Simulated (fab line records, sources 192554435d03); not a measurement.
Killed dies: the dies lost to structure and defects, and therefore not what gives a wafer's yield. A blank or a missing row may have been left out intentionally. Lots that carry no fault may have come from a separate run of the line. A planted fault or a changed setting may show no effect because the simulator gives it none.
Chamber matching :: flow n5 finfet :: 4 sister chambers for N5_BEOL_M15_TRENCH_ETCH_34 on rie diel-01
The step etches SiO2 in C4F8/O2/Ar, target depth 872.93 nm, time 199 s. 8 wafers are shown with their chamber, then 9 later ones without.

EACH WAFER AND ITS CHAMBER
wafer: L082.4
chamber: 3
rf vpp V (V): 2220
drypump motor current A (A): 5.3

wafer: L086.6
chamber: 1
rf vpp V (V): 2229
drypump motor current A (A): 5.5

wafer: L088.6
chamber: 3
rf vpp V (V): 2219
drypump motor current A (A): 5.2

wafer: L089.4
chamber: 0
rf vpp V (V): 2267
drypump motor current A (A): 6.8

wafer: L089.5
chamber: 2
rf vpp V (V): 2261
drypump motor current A (A): 5.3

wafer: L090.2
chamber: 0
rf vpp V (V): 2267
drypump motor current A (A): 6.8

wafer: L090.5
chamber: 1
rf vpp V (V): 2230
drypump motor current A (A): 5.5

wafer: L090.6
chamber: 2
rf vpp V (V): 2260
drypump motor current A (A): 5.3

WAFERS WITH NO CHAMBER GIVEN
wafer: L092.2
rf vpp V (V): 2229
drypump motor current A (A): 5.5

wafer: L092.3
rf vpp V (V): 2268
drypump motor current A (A): 6.7

wafer: L092.4
rf vpp V (V): 2220
drypump motor current A (A): 5.2

wafer: L094.2
rf vpp V (V): 2266
drypump motor current A (A): 6.7

wafer: L094.3
rf vpp V (V): 2228
drypump motor current A (A): 5.5

wafer: L094.5
rf vpp V (V): 2228
drypump motor current A (A): 5.5

wafer: L096.2
rf vpp V (V): 2222
drypump motor current A (A): 5.2

wafer: L096.3
rf vpp V (V): 2266
drypump motor current A (A): 6.7

wafer: L096.6
rf vpp V (V): 2259
drypump motor current A (A): 5.3

WHICH CHAMBER EACH WENT THROUGH
wafer: L092.2
from the rows above: 1
in truth: 1

wafer: L092.3
from the rows above: 0
in truth: 0

wafer: L092.4
from the rows above: 3
in truth: 3

wafer: L094.2
from the rows above: 0
in truth: 0

wafer: L094.3
from the rows above: 1
in truth: 1

wafer: L094.5
from the rows above: 1
in truth: 1

wafer: L096.2
from the rows above: 3
in truth: 3

wafer: L096.3
from the rows above: 0
in truth: 0

wafer: L096.6
from the rows above: 2
in truth: 2
Placed correctly: 9 of 9. Can't be placed from these rows: 0. 0 placed wrongly.
How it was worked out, from the rows above alone: a wafer's distance from a chamber is the root of the sum, over the readings, of the square of ((its reading less the chamber's mean) divided by the reading's scatter). If the next closest chamber is less than 2 further off than the closest, the wafer can't be placed; otherwise it belongs to the closest. For every chamber, the mean is computed from those of its wafers that are shown. The scatter: the root of (the sum of the squares of (reading less its chamber's mean) over the shown wafers, divided by (wafers less chambers)).
